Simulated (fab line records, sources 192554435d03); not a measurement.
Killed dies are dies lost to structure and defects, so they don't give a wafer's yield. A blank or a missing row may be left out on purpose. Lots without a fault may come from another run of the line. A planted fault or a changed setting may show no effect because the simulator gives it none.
Chamber matching | flow n5_finfet | N5_BEOL_M7_DESCUM_33 on rie_diel-06: 4 sister chambers
The step chemistry O2, time 7 s. 24 wafers are shown with their chamber, then 12 later ones without.

WAFERS WITH THEIR CHAMBER
wafer  | chamber | showerhead_plenum_p_Torr (Torr) | drypump_motor_current_A (A) | throttle_valve_pct (%)
L075.1 | 3       | 2.05                            | 4.9                         | 20.38
L075.2 | 0       | 1.99                            | 5.5                         | 20.92
L075.6 | 0       | 1.99                            | 5.5                         | 20.92
L077.1 | 3       | 2.05                            | 4.9                         | 20.39
L077.2 | 0       | 1.99                            | 5.5                         | 20.91
L077.3 | 1       | 2.05                            | 5.7                         | 20.30
L076.3 | 1       | 2.05                            | 5.8                         | 20.29
L076.4 | 3       | 2.05                            | 4.9                         | 20.38
L076.6 | 3       | 2.05                            | 4.9                         | 20.37
L079.1 | 0       | 1.99                            | 5.5                         | 20.92
L079.3 | 2       | 2.13                            | 5.3                         | 20.19
L079.4 | 2       | 2.13                            | 5.4                         | 20.17
L081.1 | 3       | 2.04                            | 4.9                         | 20.39
L081.4 | 2       | 2.13                            | 5.3                         | 20.20
L081.5 | 1       | 2.04                            | 5.8                         | 19.89
L080.1 | 1       | 2.04                            | 5.8                         | 19.90
L080.4 | 2       | 2.13                            | 5.3                         | 20.19
L080.5 | 0       | 1.99                            | 5.5                         | 20.93
L082.1 | 3       | 2.04                            | 4.9                         | 20.41
L082.3 | 2       | 2.13                            | 5.3                         | 20.20
L082.4 | 3       | 2.04                            | 4.9                         | 20.41
L085.2 | 0       | 1.99                            | 5.5                         | 20.92
L085.4 | 1       | 2.04                            | 5.8                         | 19.89
L085.5 | 0       | 1.99                            | 5.5                         | 20.94

SIGNATURES (means of the wafers above)
reading                  | chamber 0 | chamber 1 | chamber 2 | chamber 3 | scatter within a chamber
showerhead_plenum_p_Torr | 1.9900    | 2.0440    | 2.1300    | 2.0457    | 0.00382
drypump_motor_current_A  | 5.500     | 5.780     | 5.320     | 4.900     | 0.0283
throttle_valve_pct       | 20.9229   | 20.0540   | 20.1900   | 20.3900   | 0.0991
Rule: a wafer's distance from a chamber is the root of the sum, over the readings, of the square of ((its reading less the chamber's mean) divided by the reading's scatter). The wafer belongs to the nearest chamber; if the next one is less than 2 further off, it can't be placed. The scatter: the root of (the sum of the squares of (reading less its chamber's mean) over the shown wafers, divided by (wafers less chambers)).

WAFERS WITHOUT THEIR CHAMBER
wafer  | showerhead_plenum_p_Torr (Torr) | drypump_motor_current_A (A) | throttle_valve_pct (%)
L086.1 | 2.04                            | 5.7                         | 19.90
L086.2 | 2.04                            | 4.9                         | 20.41
L086.3 | 1.99                            | 5.5                         | 20.95
L093.2 | 2.12                            | 5.3                         | 20.23
L093.4 | 2.04                            | 5.8                         | 19.91
L093.6 | 2.04                            | 5.7                         | 19.92
L094.4 | 1.98                            | 5.5                         | 20.95
L094.5 | 2.03                            | 4.9                         | 20.43
L094.6 | 2.12                            | 5.4                         | 20.24
L096.2 | 2.03                            | 5.8                         | 19.93
L096.5 | 2.03                            | 4.9                         | 20.44
L096.6 | 2.12                            | 5.3                         | 20.24

WHICH CHAMBER EACH WENT THROUGH
wafer  | from the rows above | in truth
L086.1 | 1                   | 1
L086.2 | 3                   | 3
L086.3 | 0                   | 0
L093.2 | 2                   | 2
L093.4 | 1                   | 1
L093.6 | 1                   | 1
L094.4 | 0                   | 0
L094.5 | 3                   | 3
L094.6 | 2                   | 2
L096.2 | 1                   | 1
L096.5 | 3                   | 3
L096.6 | 2                   | 2
Placed correctly: 12 of 12. Can't be placed from these rows: 0. Placed wrongly: 0.
